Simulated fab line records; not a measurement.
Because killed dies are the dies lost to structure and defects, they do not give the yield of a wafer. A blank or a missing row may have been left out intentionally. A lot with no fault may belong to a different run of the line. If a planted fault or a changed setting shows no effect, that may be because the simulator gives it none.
fab line records / flow n5_finfet
record: lots: 5 wafers: 15 last_day: 18
route steps=1938 shown BEOL_M9@1427
lots that met no fault: taken from a fault-free run of the same line
start_h: the number of hours between the record's first day and the start of the first shown wafer of the lot / wait_h: hours elapsed since this lot's preceding step / " same as the row above / L1.1+2: a row that stands for several wafers / - either no value or no given start / * or withheld: withheld / < > ~ a bound
route shown NAME@n: a module of which the file shows steps, and the number in the route of the first / usual: mean and standard deviation over wafers with no fault / same: alike in all rows / chamber/n: place in a boat / sites: the reading at each site / _std_site: the values' standard deviation / _edge_site: outer sites' mean less inner sites' / radius_mm: for every site, how far away it sits from the centre of the wafer / mask NAME#n: copy n / behind: the tool/chamber that last shaped the wafer / hold: why the lot went on hold/how many hours it stayed there/how the hold came to an end / device: the transistor (n, p or np) that didn't switch / end of line: at the end of the route, the tests of the same wafers / a step with no rows: only its recipe / killed: dies that structure and defects cost at the first sort, which is not the same as the wafer's yield / map: a wafer's dies, x killed, . not, _ none there
set.NAME: the setting the step ran with; set.NAME@STEP: the setting that earlier step ran with / model.NAME: the simulator's own value behind a step, which no gauge read
lots at selected steps of the route; one table per step, one row per wafer
services: from which hour (start_h, from the record's first day; less than 0 if before it) a tool's chamber was out of use, for how many hours, and why
== steps ==
step: N5_BEOL_M9_COAT_75
recipe: resist: underlayer temp_c: 205 time_s: 60 spin_rpm: 1500 resist_thk_nm: 5
step: N5_BEOL_M9_COAT_22
recipe: resist: CAR-EUV spin_rpm: 1500 resist_thk_nm: 30
step: N5_BEOL_M9_EBR_24
recipe: solvent: PGMEA ebr_width_mm: 1.5
step: N5_BEOL_M9_SOFTBAKE_23
recipe: temp_c: 110 time_s: 60 resist: CAR-EUV
step: N5_BEOL_M9_EXPOSE_25
recipe: mask_id: V8 na: 0.33 source_shape: annular sigma_inner: 0.4 sigma_outer: 0.8 polarization: unpolarized dose_mj: 37.25
step: N5_BEOL_M9_PEB_26
recipe: peb_temp_c: 100 peb_time_s: 60 resist: CAR-EUV
step: N5_BEOL_M9_DEVELOP_27
recipe: develop_time_s: 30 developer: TMAH resist: CAR-EUV rinse_liquid: surfactant_rinse dry: air_spin dev_temp_c: 23
step: N5_BEOL_M9_CD_MEAS_28
recipe: target_cd_nm: 70 landing_energy_ev: 500 detector: se_inlens polarity: opening
usual: cd_nm: 70.05/0.24
lot.wafer=L296.4 tool=cd_sem-03 chamber=0 start_h=225.24 wait_h=- cd_nm=70.29
lot.wafer=L296.5 tool=cd_sem-03 chamber=0 start_h=225.24 wait_h=- cd_nm=70.12
lot.wafer=L296.6 tool=cd_sem-03 chamber=0 start_h=225.24 wait_h=- cd_nm=69.71
lot.wafer=L299.2 tool=cd_sem-02 chamber=0 start_h=241.59 wait_h=- cd_nm=70.02
lot.wafer=L299.3 tool=cd_sem-02 chamber=0 start_h=241.59 wait_h=- cd_nm=69.97
lot.wafer=L299.4 tool=cd_sem-02 chamber=0 start_h=241.59 wait_h=- cd_nm=69.98
lot.wafer=L309.1 tool=cd_sem-01 chamber=0 start_h=308.02 wait_h=- cd_nm=70.03
lot.wafer=L309.2 tool=cd_sem-01 chamber=0 start_h=308.02 wait_h=- cd_nm=70.01
lot.wafer=L309.5 tool=cd_sem-01 chamber=0 start_h=308.02 wait_h=- cd_nm=69.98
lot.wafer=L313.2 tool=cd_sem-03 chamber=0 start_h=334.76 wait_h=- cd_nm=69.52
lot.wafer=L313.3 tool=cd_sem-03 chamber=0 start_h=334.76 wait_h=- cd_nm=70.29
lot.wafer=L313.5 tool=cd_sem-03 chamber=0 start_h=334.76 wait_h=- cd_nm=70.35
lot.wafer=L319.2 tool=cd_sem-01 chamber=0 start_h=360.63 wait_h=- cd_nm=70.27
lot.wafer=L319.3 tool=cd_sem-01 chamber=0 start_h=360.63 wait_h=- cd_nm=69.98
lot.wafer=L319.5 tool=cd_sem-01 chamber=0 start_h=360.63 wait_h=- cd_nm=70.31
step: N5_BEOL_M9_OVL_MEAS_29
recipe: points_per_wafer: 522
usual: V8_OVL: -0.3/0.65
lot.wafer=L296.4 tool=overlay-02 chamber=0 start_h=225.28 wait_h=0.0 V8_OVL[nm]=-0.8
lot.wafer=L296.5 tool=overlay-02 chamber=0 start_h=225.28 wait_h=0.0 V8_OVL[nm]=-0.4
lot.wafer=L296.6 tool=overlay-02 chamber=0 start_h=225.28 wait_h=0.0 V8_OVL[nm]=-1.0
lot.wafer=L299.2 tool=overlay-01 chamber=0 start_h=241.63 wait_h=0.0 V8_OVL[nm]=0.1
lot.wafer=L299.3 tool=overlay-01 chamber=0 start_h=241.63 wait_h=0.0 V8_OVL[nm]=0.0
lot.wafer=L299.4 tool=overlay-01 chamber=0 start_h=241.63 wait_h=0.0 V8_OVL[nm]=0.4
lot.wafer=L309.1 tool=overlay-02 chamber=0 start_h=308.05 wait_h=0.0 V8_OVL[nm]=-0.3
lot.wafer=L309.2 tool=overlay-02 chamber=0 start_h=308.05 wait_h=0.0 V8_OVL[nm]=0.6
lot.wafer=L309.5 tool=overlay-02 chamber=0 start_h=308.05 wait_h=0.0 V8_OVL[nm]=0.2
lot.wafer=L313.2 tool=overlay-02 chamber=0 start_h=334.79 wait_h=0.0 V8_OVL[nm]=0.0
lot.wafer=L313.3 tool=overlay-02 chamber=0 start_h=334.79 wait_h=0.0 V8_OVL[nm]=-0.5
lot.wafer=L313.5 tool=overlay-02 chamber=0 start_h=334.79 wait_h=0.0 V8_OVL[nm]=-0.1
lot.wafer=L319.2 tool=overlay-02 chamber=0 start_h=360.67 wait_h=0.0 V8_OVL[nm]=-1.2
lot.wafer=L319.3 tool=overlay-02 chamber=0 start_h=360.67 wait_h=0.0 V8_OVL[nm]=-0.5
lot.wafer=L319.5 tool=overlay-02 chamber=0 start_h=360.67 wait_h=0.0 V8_OVL[nm]=-1.1
step: N5_BEOL_M9_INSPECT_30
recipe: mode: adi inspect_instrument: brightfield
usual: raw_defect_count: 394/91
lot.wafer=L296.4 tool=defect_inspect-02 chamber=- start_h=225.32 wait_h=0.0 raw_defect_count=348
lot.wafer=L296.5 tool=defect_inspect-02 chamber=- start_h=225.32 wait_h=0.0 raw_defect_count=404
lot.wafer=L296.6 tool=defect_inspect-02 chamber=- start_h=225.32 wait_h=0.0 raw_defect_count=273
lot.wafer=L299.2 tool=defect_inspect-01 chamber=- start_h=241.68 wait_h=0.0 raw_defect_count=375
lot.wafer=L299.3 tool=defect_inspect-01 chamber=- start_h=241.68 wait_h=0.0 raw_defect_count=345
lot.wafer=L299.4 tool=defect_inspect-01 chamber=- start_h=241.68 wait_h=0.0 raw_defect_count=320
lot.wafer=L309.1 tool=defect_inspect-01 chamber=- start_h=308.11 wait_h=0.1 raw_defect_count=467
lot.wafer=L309.2 tool=defect_inspect-01 chamber=- start_h=308.11 wait_h=0.1 raw_defect_count=360
lot.wafer=L309.5 tool=defect_inspect-01 chamber=- start_h=308.11 wait_h=0.1 raw_defect_count=332
lot.wafer=L313.2 tool=defect_inspect-01 chamber=- start_h=334.84 wait_h=0.0 raw_defect_count=398
lot.wafer=L313.3 tool=defect_inspect-01 chamber=- start_h=334.84 wait_h=0.0 raw_defect_count=286
lot.wafer=L313.5 tool=defect_inspect-01 chamber=- start_h=334.84 wait_h=0.0 raw_defect_count=426
lot.wafer=L319.2 tool=defect_inspect-02 chamber=- start_h=360.72 wait_h=0.0 raw_defect_count=317
lot.wafer=L319.3 tool=defect_inspect-02 chamber=- start_h=360.72 wait_h=0.0 raw_defect_count=397
lot.wafer=L319.5 tool=defect_inspect-02 chamber=- start_h=360.72 wait_h=0.0 raw_defect_count=378
step: N5_BEOL_M9_DESCUM_33
recipe: chemistry: O2 time_s: 7 source_power_w: 50 bias_power_w: 20 pressure_mtorr: 20 rf_frequency_hz: 2.712e+07 temp_c: 40 resist: CAR-EUV o2_flow_sccm: 225
usual: drypump_motor_current_A: 5.7/0.34 oes_product_au: 0.78/0.083 rf_vpp_V: 242.9/1.7 showerhead_plenum_p_Torr: 2.08/0.086 throttle_valve_pct: 20.45/0.28
lot.wafer=L296.4 tool=rie_diel-06 chamber=0 start_h=225.48 wait_h=0.2 drypump_motor_current_A=5.7 oes_product_au=0.80 rf_hours_counter_h=117 rf_vpp_V=245.7 showerhead_plenum_p_Torr=2.19 throttle_valve_pct=20.46
lot.wafer=L296.5 tool=rie_diel-06 chamber=1 start_h=225.48 wait_h=0.2 drypump_motor_current_A=5.9 oes_product_au=0.75 rf_hours_counter_h=- rf_vpp_V=239.9 showerhead_plenum_p_Torr=1.94 throttle_valve_pct=20.94
lot.wafer=L296.6 tool=rie_diel-06 chamber=0 start_h=225.48 wait_h=0.2 drypump_motor_current_A=5.7 oes_product_au=0.79 rf_hours_counter_h=- rf_vpp_V=243.6 showerhead_plenum_p_Torr=2.19 throttle_valve_pct=20.45
lot.wafer=L299.2 tool=rie_diel-05 chamber=1 start_h=241.80 wait_h=0.1 drypump_motor_current_A=5.2 oes_product_au=0.86 rf_hours_counter_h=41 rf_vpp_V=242.3 showerhead_plenum_p_Torr=2.04 throttle_valve_pct=20.35
lot.wafer=L299.3 tool=rie_diel-05 chamber=2 start_h=241.80 wait_h=0.1 drypump_motor_current_A=6.1 oes_product_au=0.70 rf_hours_counter_h=222 rf_vpp_V=244.6 showerhead_plenum_p_Torr=2.15 throttle_valve_pct=20.26
lot.wafer=L299.4 tool=rie_diel-05 chamber=0 start_h=241.80 wait_h=0.1 drypump_motor_current_A=6.1 oes_product_au=0.71 rf_hours_counter_h=181 rf_vpp_V=243.8 showerhead_plenum_p_Torr=2.08 throttle_valve_pct=20.38
lot.wafer=L309.1 tool=rie_diel-06 chamber=3 start_h=308.14 wait_h=0.0 drypump_motor_current_A=5.3 oes_product_au=0.91 rf_hours_counter_h=39 rf_vpp_V=247.2 showerhead_plenum_p_Torr=2.22 throttle_valve_pct=20.02
lot.wafer=L309.2 tool=rie_diel-06 chamber=1 start_h=308.14 wait_h=0.0 drypump_motor_current_A=5.9 oes_product_au=0.73 rf_hours_counter_h=173 rf_vpp_V=239.4 showerhead_plenum_p_Torr=1.93 throttle_valve_pct=20.99
lot.wafer=L309.5 tool=rie_diel-06 chamber=2 start_h=308.14 wait_h=0.0 drypump_motor_current_A=5.9 oes_product_au=0.70 rf_hours_counter_h=- rf_vpp_V=241.5 showerhead_plenum_p_Torr=1.99 throttle_valve_pct=20.82
lot.wafer=L313.2 tool=rie_diel-02 chamber=1 start_h=334.88 wait_h=0.0 drypump_motor_current_A=6.4 oes_product_au=0.76 rf_hours_counter_h=145 rf_vpp_V=243.9 showerhead_plenum_p_Torr=2.19 throttle_valve_pct=20.87
lot.wafer=L313.3 tool=rie_diel-02 chamber=3 start_h=334.88 wait_h=0.0 drypump_motor_current_A=5.5 oes_product_au=0.72 rf_hours_counter_h=208 rf_vpp_V=241.4 showerhead_plenum_p_Torr=2.07 throttle_valve_pct=20.60
lot.wafer=L313.5 tool=rie_diel-02 chamber=1 start_h=334.88 wait_h=0.0 drypump_motor_current_A=6.3 oes_product_au=0.76 rf_hours_counter_h=- rf_vpp_V=245.3 showerhead_plenum_p_Torr=2.19 throttle_valve_pct=20.85
lot.wafer=L319.2 tool=rie_diel-02 chamber=2 start_h=360.76 wait_h=0.0 drypump_motor_current_A=5.5 oes_product_au=0.73 rf_hours_counter_h=169 rf_vpp_V=243.3 showerhead_plenum_p_Torr=2.00 throttle_valve_pct=20.41
lot.wafer=L319.3 tool=rie_diel-02 chamber=3 start_h=360.76 wait_h=0.0 drypump_motor_current_A=5.5 oes_product_au=0.71 rf_hours_counter_h=218 rf_vpp_V=242.5 showerhead_plenum_p_Torr=2.07 throttle_valve_pct=20.61
lot.wafer=L319.5 tool=rie_diel-02 chamber=2 start_h=360.76 wait_h=0.0 drypump_motor_current_A=5.5 oes_product_au=0.73 rf_hours_counter_h=- rf_vpp_V=240.0 showerhead_plenum_p_Torr=2.00 throttle_valve_pct=20.41
step: N5_BEOL_M9_ETCH_76
recipe: chemistry: N2/H2 target: underlayer target_depth_a: 65 mask_material: CAR-EUV time_s: 5.2 ion_energy_ev: 200 pressure_mtorr: 30 source_w: 840 bias_w: 150 n2_flow_sccm: 200 h2_flow_sccm: 200 ends: cleared
usual: drypump_motor_current_A: 5.7/0.34 etch_rf_on_time_s: 5.17/0.068 h2_flow_sccm: 199.9/0.61 oes_product_au: 0.67/0.069 rf_vpp_V: 523/3.3 showerhead_plenum_p_Torr: 2.53/0.11 throttle_valve_pct: 17.88/0.28
lot.wafer=L296.4 tool=rie_diel-06 chamber=0 start_h=225.52 wait_h=0.0 drypump_motor_current_A=5.7 etch_rf_on_time_s=5.23 h2_flow_sccm=200.0 oes_product_au=0.67 rf_hours_counter_h=117 rf_vpp_V=527 showerhead_plenum_p_Torr=2.67 throttle_valve_pct=18.01
lot.wafer=L296.5 tool=rie_diel-06 chamber=1 start_h=225.52 wait_h=0.0 drypump_motor_current_A=5.9 etch_rf_on_time_s=5.12 h2_flow_sccm=200.7 oes_product_au=0.65 rf_hours_counter_h=- rf_vpp_V=517 showerhead_plenum_p_Torr=2.34 throttle_valve_pct=18.22
lot.wafer=L296.6 tool=rie_diel-06 chamber=0 start_h=225.52 wait_h=0.0 drypump_motor_current_A=5.7 etch_rf_on_time_s=5.21 h2_flow_sccm=199.9 oes_product_au=0.68 rf_hours_counter_h=- rf_vpp_V=525 showerhead_plenum_p_Torr=2.67 throttle_valve_pct=18.01
lot.wafer=L299.2 tool=rie_diel-05 chamber=1 start_h=241.84 wait_h=0.0 drypump_motor_current_A=5.2 etch_rf_on_time_s=5.08 h2_flow_sccm=200.4 oes_product_au=0.72 rf_hours_counter_h=41 rf_vpp_V=525 showerhead_plenum_p_Torr=2.48 throttle_valve_pct=17.81
lot.wafer=L299.3 tool=rie_diel-05 chamber=2 start_h=241.84 wait_h=0.0 drypump_motor_current_A=6.0 etch_rf_on_time_s=5.14 h2_flow_sccm=199.3 oes_product_au=0.61 rf_hours_counter_h=222 rf_vpp_V=526 showerhead_plenum_p_Torr=2.62 throttle_valve_pct=17.61
lot.wafer=L299.4 tool=rie_diel-05 chamber=0 start_h=241.84 wait_h=0.0 drypump_motor_current_A=6.2 etch_rf_on_time_s=5.08 h2_flow_sccm=200.2 oes_product_au=0.61 rf_hours_counter_h=181 rf_vpp_V=524 showerhead_plenum_p_Torr=2.53 throttle_valve_pct=17.91
lot.wafer=L309.1 tool=rie_diel-06 chamber=3 start_h=308.18 wait_h=0.0 drypump_motor_current_A=5.3 etch_rf_on_time_s=5.16 h2_flow_sccm=199.8 oes_product_au=0.77 rf_hours_counter_h=39 rf_vpp_V=528 showerhead_plenum_p_Torr=2.69 throttle_valve_pct=17.40
lot.wafer=L309.2 tool=rie_diel-06 chamber=1 start_h=308.18 wait_h=0.0 drypump_motor_current_A=5.9 etch_rf_on_time_s=5.14 h2_flow_sccm=200.1 oes_product_au=0.63 rf_hours_counter_h=173 rf_vpp_V=517 showerhead_plenum_p_Torr=2.33 throttle_valve_pct=18.27
lot.wafer=L309.5 tool=rie_diel-06 chamber=2 start_h=308.18 wait_h=0.0 drypump_motor_current_A=5.9 etch_rf_on_time_s=5.25 h2_flow_sccm=200.7 oes_product_au=0.60 rf_hours_counter_h=- rf_vpp_V=522 showerhead_plenum_p_Torr=2.42 throttle_valve_pct=18.28
lot.wafer=L313.2 tool=rie_diel-02 chamber=1 start_h=334.91 wait_h=0.0 drypump_motor_current_A=6.3 etch_rf_on_time_s=5.17 h2_flow_sccm=199.4 oes_product_au=0.64 rf_hours_counter_h=145 rf_vpp_V=526 showerhead_plenum_p_Torr=2.66 throttle_valve_pct=18.27
lot.wafer=L313.3 tool=rie_diel-02 chamber=3 start_h=334.91 wait_h=0.0 drypump_motor_current_A=5.5 etch_rf_on_time_s=5.31 h2_flow_sccm=200.2 oes_product_au=0.61 rf_hours_counter_h=208 rf_vpp_V=522 showerhead_plenum_p_Torr=2.52 throttle_valve_pct=18.05
lot.wafer=L313.5 tool=rie_diel-02 chamber=1 start_h=334.91 wait_h=0.0 drypump_motor_current_A=6.3 etch_rf_on_time_s=5.13 h2_flow_sccm=200.1 oes_product_au=0.65 rf_hours_counter_h=- rf_vpp_V=530 showerhead_plenum_p_Torr=2.66 throttle_valve_pct=18.26
lot.wafer=L319.2 tool=rie_diel-02 chamber=2 start_h=360.79 wait_h=0.0 drypump_motor_current_A=5.5 etch_rf_on_time_s=5.21 h2_flow_sccm=199.6 oes_product_au=0.63 rf_hours_counter_h=169 rf_vpp_V=521 showerhead_plenum_p_Torr=2.43 throttle_valve_pct=17.74
lot.wafer=L319.3 tool=rie_diel-02 chamber=3 start_h=360.79 wait_h=0.0 drypump_motor_current_A=5.5 etch_rf_on_time_s=5.32 h2_flow_sccm=200.7 oes_product_au=0.60 rf_hours_counter_h=218 rf_vpp_V=525 showerhead_plenum_p_Torr=2.51 throttle_valve_pct=18.09
lot.wafer=L319.5 tool=rie_diel-02 chamber=2 start_h=360.79 wait_h=0.0 drypump_motor_current_A=5.5 etch_rf_on_time_s=5.21 h2_flow_sccm=199.7 oes_product_au=0.62 rf_hours_counter_h=- rf_vpp_V=523 showerhead_plenum_p_Torr=2.43 throttle_valve_pct=17.76
step: N5_BEOL_M9_ETCH_65
recipe: chemistry: CF4 target: SiARC target_depth_a: 156 mask_material: CAR-EUV time_s: 26 ion_energy_ev: 80 pressure_mtorr: 40 source_w: 545 bias_w: 36 Ar_flow_sccm: 100 cf4_flow_sccm: 100 ends: cleared
usual: cf4_flow_sccm: 100.0/0.32 drypump_motor_current_A: 5.7/0.34 etch_rf_on_time_s: 25.8/0.33 oes_product_au: 0.67/0.069 rf_vpp_V: 184.0/1.3 showerhead_plenum_p_Torr: 2.13/0.086 throttle_valve_pct: 15.65/0.26
lot.wafer=L296.4 tool=rie_diel-06 chamber=0 start_h=225.53 wait_h=0.0 cf4_flow_sccm=99.8 drypump_motor_current_A=5.7 etch_rf_on_time_s=26.5 oes_product_au=0.68 rf_hours_counter_h=117 rf_vpp_V=184.6 showerhead_plenum_p_Torr=2.24 throttle_valve_pct=15.66
lot.wafer=L296.5 tool=rie_diel-06 chamber=1 start_h=225.53 wait_h=0.0 cf4_flow_sccm=100.2 drypump_motor_current_A=5.9 etch_rf_on_time_s=26.0 oes_product_au=0.64 rf_hours_counter_h=- rf_vpp_V=182.8 showerhead_plenum_p_Torr=1.99 throttle_valve_pct=16.04
lot.wafer=L296.6 tool=rie_diel-06 chamber=0 start_h=225.53 wait_h=0.0 cf4_flow_sccm=99.7 drypump_motor_current_A=5.8 etch_rf_on_time_s=26.4 oes_product_au=0.68 rf_hours_counter_h=- rf_vpp_V=183.9 showerhead_plenum_p_Torr=2.24 throttle_valve_pct=15.65
lot.wafer=L299.2 tool=rie_diel-05 chamber=1 start_h=241.85 wait_h=0.0 cf4_flow_sccm=100.4 drypump_motor_current_A=5.2 etch_rf_on_time_s=25.4 oes_product_au=0.74 rf_hours_counter_h=41 rf_vpp_V=184.1 showerhead_plenum_p_Torr=2.10 throttle_valve_pct=15.57
lot.wafer=L299.3 tool=rie_diel-05 chamber=2 start_h=241.85 wait_h=0.0 cf4_flow_sccm=99.7 drypump_motor_current_A=6.0 etch_rf_on_time_s=25.3 oes_product_au=0.61 rf_hours_counter_h=222 rf_vpp_V=184.2 showerhead_plenum_p_Torr=2.20 throttle_valve_pct=15.53
lot.wafer=L299.4 tool=rie_diel-05 chamber=0 start_h=241.85 wait_h=0.0 cf4_flow_sccm=100.1 drypump_motor_current_A=6.1 etch_rf_on_time_s=25.2 oes_product_au=0.61 rf_hours_counter_h=181 rf_vpp_V=184.2 showerhead_plenum_p_Torr=2.14 throttle_valve_pct=15.68
lot.wafer=L309.1 tool=rie_diel-06 chamber=3 start_h=308.19 wait_h=0.0 cf4_flow_sccm=100.4 drypump_motor_current_A=5.3 etch_rf_on_time_s=25.8 oes_product_au=0.76 rf_hours_counter_h=39 rf_vpp_V=185.0 showerhead_plenum_p_Torr=2.27 throttle_valve_pct=15.26
lot.wafer=L309.2 tool=rie_diel-06 chamber=1 start_h=308.19 wait_h=0.0 cf4_flow_sccm=77.6 drypump_motor_current_A=5.9 etch_rf_on_time_s=26.7 oes_product_au=0.62 rf_hours_counter_h=173 rf_vpp_V=182.7 showerhead_plenum_p_Torr=1.83 throttle_valve_pct=15.15
lot.wafer=L309.5 tool=rie_diel-06 chamber=2 start_h=308.19 wait_h=0.0 cf4_flow_sccm=100.3 drypump_motor_current_A=5.9 etch_rf_on_time_s=26.6 oes_product_au=0.59 rf_hours_counter_h=- rf_vpp_V=182.4 showerhead_plenum_p_Torr=2.04 throttle_valve_pct=16.03
lot.wafer=L313.2 tool=rie_diel-02 chamber=1 start_h=334.93 wait_h=0.0 cf4_flow_sccm=100.1 drypump_motor_current_A=6.3 etch_rf_on_time_s=25.8 oes_product_au=0.64 rf_hours_counter_h=145 rf_vpp_V=185.7 showerhead_plenum_p_Torr=2.23 throttle_valve_pct=16.01
lot.wafer=L313.3 tool=rie_diel-02 chamber=3 start_h=334.93 wait_h=0.0 cf4_flow_sccm=100.1 drypump_motor_current_A=5.5 etch_rf_on_time_s=26.4 oes_product_au=0.61 rf_hours_counter_h=208 rf_vpp_V=183.1 showerhead_plenum_p_Torr=2.12 throttle_valve_pct=15.82
lot.wafer=L313.5 tool=rie_diel-02 chamber=1 start_h=334.93 wait_h=0.0 cf4_flow_sccm=100.0 drypump_motor_current_A=6.3 etch_rf_on_time_s=25.7 oes_product_au=0.65 rf_hours_counter_h=- rf_vpp_V=185.0 showerhead_plenum_p_Torr=2.23 throttle_valve_pct=16.01
lot.wafer=L319.2 tool=rie_diel-02 chamber=2 start_h=360.81 wait_h=0.0 cf4_flow_sccm=99.8 drypump_motor_current_A=5.5 etch_rf_on_time_s=26.1 oes_product_au=0.62 rf_hours_counter_h=169 rf_vpp_V=182.5 showerhead_plenum_p_Torr=2.05 throttle_valve_pct=15.60
lot.wafer=L319.3 tool=rie_diel-02 chamber=3 start_h=360.81 wait_h=0.0 cf4_flow_sccm=99.7 drypump_motor_current_A=5.5 etch_rf_on_time_s=26.5 oes_product_au=0.60 rf_hours_counter_h=218 rf_vpp_V=183.0 showerhead_plenum_p_Torr=2.12 throttle_valve_pct=15.87
lot.wafer=L319.5 tool=rie_diel-02 chamber=2 start_h=360.81 wait_h=0.0 cf4_flow_sccm=99.3 drypump_motor_current_A=5.5 etch_rf_on_time_s=26.0 oes_product_au=0.63 rf_hours_counter_h=- rf_vpp_V=183.2 showerhead_plenum_p_Torr=2.05 throttle_valve_pct=15.60
step: N5_BEOL_M9_ETCH_66
recipe: chemistry: N2/H2 target: SOC target_depth_a: 800 overetch_a: 160 mask_material: SiARC temp_c: 40 time_s: 120 ion_energy_ev: 200 pressure_mtorr: 30 source_w: 840 bias_w: 150 n2_flow_sccm: 200 h2_flow_sccm: 200
usual: drypump_motor_current_A: 5.7/0.34 h2_flow_sccm: 200.1/0.56 oes_product_au: 0.60/0.06 rf_vpp_V: 524/3.1 showerhead_plenum_p_Torr: 2.53/0.11 throttle_valve_pct: 17.84/0.28
lot.wafer=L296.4 tool=rie_diel-06 chamber=0 start_h=225.56 wait_h=0.0 drypump_motor_current_A=5.7 h2_flow_sccm=200.5 oes_product_au=0.61 rf_hours_counter_h=117 rf_vpp_V=527 showerhead_plenum_p_Torr=2.67 throttle_valve_pct=17.96
lot.wafer=L296.5 tool=rie_diel-06 chamber=1 start_h=225.56 wait_h=0.0 drypump_motor_current_A=5.9 h2_flow_sccm=198.5 oes_product_au=0.57 rf_hours_counter_h=- rf_vpp_V=517 showerhead_plenum_p_Torr=2.34 throttle_valve_pct=18.19
lot.wafer=L296.6 tool=rie_diel-06 chamber=0 start_h=225.56 wait_h=0.0 drypump_motor_current_A=5.8 h2_flow_sccm=200.3 oes_product_au=0.62 rf_hours_counter_h=- rf_vpp_V=527 showerhead_plenum_p_Torr=2.67 throttle_valve_pct=17.96
lot.wafer=L299.2 tool=rie_diel-05 chamber=1 start_h=241.88 wait_h=0.0 drypump_motor_current_A=5.2 h2_flow_sccm=200.3 oes_product_au=0.65 rf_hours_counter_h=41 rf_vpp_V=523 showerhead_plenum_p_Torr=2.48 throttle_valve_pct=17.73
lot.wafer=L299.3 tool=rie_diel-05 chamber=2 start_h=241.88 wait_h=0.0 drypump_motor_current_A=6.1 h2_flow_sccm=200.9 oes_product_au=0.54 rf_hours_counter_h=222 rf_vpp_V=526 showerhead_plenum_p_Torr=2.62 throttle_valve_pct=17.57
lot.wafer=L299.4 tool=rie_diel-05 chamber=0 start_h=241.88 wait_h=0.0 drypump_motor_current_A=6.1 h2_flow_sccm=200.0 oes_product_au=0.55 rf_hours_counter_h=181 rf_vpp_V=525 showerhead_plenum_p_Torr=2.53 throttle_valve_pct=17.86
lot.wafer=L309.1 tool=rie_diel-06 chamber=3 start_h=308.22 wait_h=0.0 drypump_motor_current_A=5.3 h2_flow_sccm=199.8 oes_product_au=0.68 rf_hours_counter_h=39 rf_vpp_V=530 showerhead_plenum_p_Torr=2.69 throttle_valve_pct=17.37
lot.wafer=L309.2 tool=rie_diel-06 chamber=1 start_h=308.22 wait_h=0.0 drypump_motor_current_A=5.9 h2_flow_sccm=200.3 oes_product_au=0.55 rf_hours_counter_h=173 rf_vpp_V=517 showerhead_plenum_p_Torr=2.33 throttle_valve_pct=18.22
lot.wafer=L309.5 tool=rie_diel-06 chamber=2 start_h=308.22 wait_h=0.0 drypump_motor_current_A=5.9 h2_flow_sccm=200.3 oes_product_au=0.54 rf_hours_counter_h=- rf_vpp_V=521 showerhead_plenum_p_Torr=2.42 throttle_valve_pct=18.25
lot.wafer=L313.2 tool=rie_diel-02 chamber=1 start_h=334.96 wait_h=0.0 drypump_motor_current_A=6.3 h2_flow_sccm=200.1 oes_product_au=0.58 rf_hours_counter_h=145 rf_vpp_V=525 showerhead_plenum_p_Torr=2.66 throttle_valve_pct=18.23
lot.wafer=L313.3 tool=rie_diel-02 chamber=3 start_h=334.96 wait_h=0.0 drypump_motor_current_A=5.6 h2_flow_sccm=200.3 oes_product_au=0.55 rf_hours_counter_h=208 rf_vpp_V=523 showerhead_plenum_p_Torr=2.52 throttle_valve_pct=18.01
lot.wafer=L313.5 tool=rie_diel-02 chamber=1 start_h=334.96 wait_h=0.0 drypump_motor_current_A=6.3 h2_flow_sccm=199.3 oes_product_au=0.58 rf_hours_counter_h=- rf_vpp_V=527 showerhead_plenum_p_Torr=2.66 throttle_valve_pct=18.24
lot.wafer=L319.2 tool=rie_diel-02 chamber=2 start_h=360.84 wait_h=0.0 drypump_motor_current_A=5.5 h2_flow_sccm=198.6 oes_product_au=0.57 rf_hours_counter_h=169 rf_vpp_V=522 showerhead_plenum_p_Torr=2.43 throttle_valve_pct=17.72
lot.wafer=L319.3 tool=rie_diel-02 chamber=3 start_h=360.84 wait_h=0.0 drypump_motor_current_A=5.5 h2_flow_sccm=200.4 oes_product_au=0.55 rf_hours_counter_h=218 rf_vpp_V=524 showerhead_plenum_p_Torr=2.51 throttle_valve_pct=18.03
lot.wafer=L319.5 tool=rie_diel-02 chamber=2 start_h=360.84 wait_h=0.0 drypump_motor_current_A=5.5 h2_flow_sccm=200.6 oes_product_au=0.56 rf_hours_counter_h=- rf_vpp_V=521 showerhead_plenum_p_Torr=2.43 throttle_valve_pct=17.74
== services ==
tool=rie_diel-02 chamber=- start_h=211.42 hours=0.1 kind=repair
tool=rie_diel-02 chamber=0 start_h=219.73 hours=- kind=clean
tool=rie_diel-02 chamber=0 start_h=219.73 hours=- kind=consumable_replace:focus_ring
tool=rie_diel-02 chamber=0 start_h=219.73 hours=32.4 kind=scheduled_down
tool=rie_diel-02 chamber=0 start_h=219.73 hours=32.4 kind=vent_cycle
tool=rie_diel-02 chamber=1 start_h=234.79 hours=10.1 kind=repair
tool=rie_diel-05 chamber=0 start_h=290.58 hours=14.1 kind=repair
tool=rie_diel-06 chamber=2 start_h=323.89 hours=4.5 kind=repair
tool=rie_diel-05 chamber=2 start_h=335.81 hours=- kind=clean
tool=rie_diel-05 chamber=2 start_h=335.81 hours=- kind=consumable_replace:focus_ring
tool=rie_diel-05 chamber=2 start_h=335.81 hours=25.0 kind=scheduled_down
tool=rie_diel-05 chamber=2 start_h=335.81 hours=25.0 kind=vent_cycle
tool=rie_diel-02 chamber=1 start_h=351.37 hours=14.6 kind=repair
tool=rie_diel-05 chamber=3 start_h=356.99 hours=15.0 kind=repair
== key ==
first_sign: step: N5_BEOL_M9_ETCH_65 reading: cf4_flow_sccm direction: down sigmas: 71 usual: 100.0 struck: 77.6
effect none on later readings
met_at N5_BEOL_M9_ETCH_65
struck_wafers L309.2
onset_between 225.53 308.19
fault: kind: process_parameter_drift tool: rie_diel-06 chamber: 1 onset_h: 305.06 steps: N5_BEOL_M9_ETCH_65 channel: cf4_flow_sccm offset: -22.5 shape: step end_h: 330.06 acts_in: these_recipes_only stated: 100
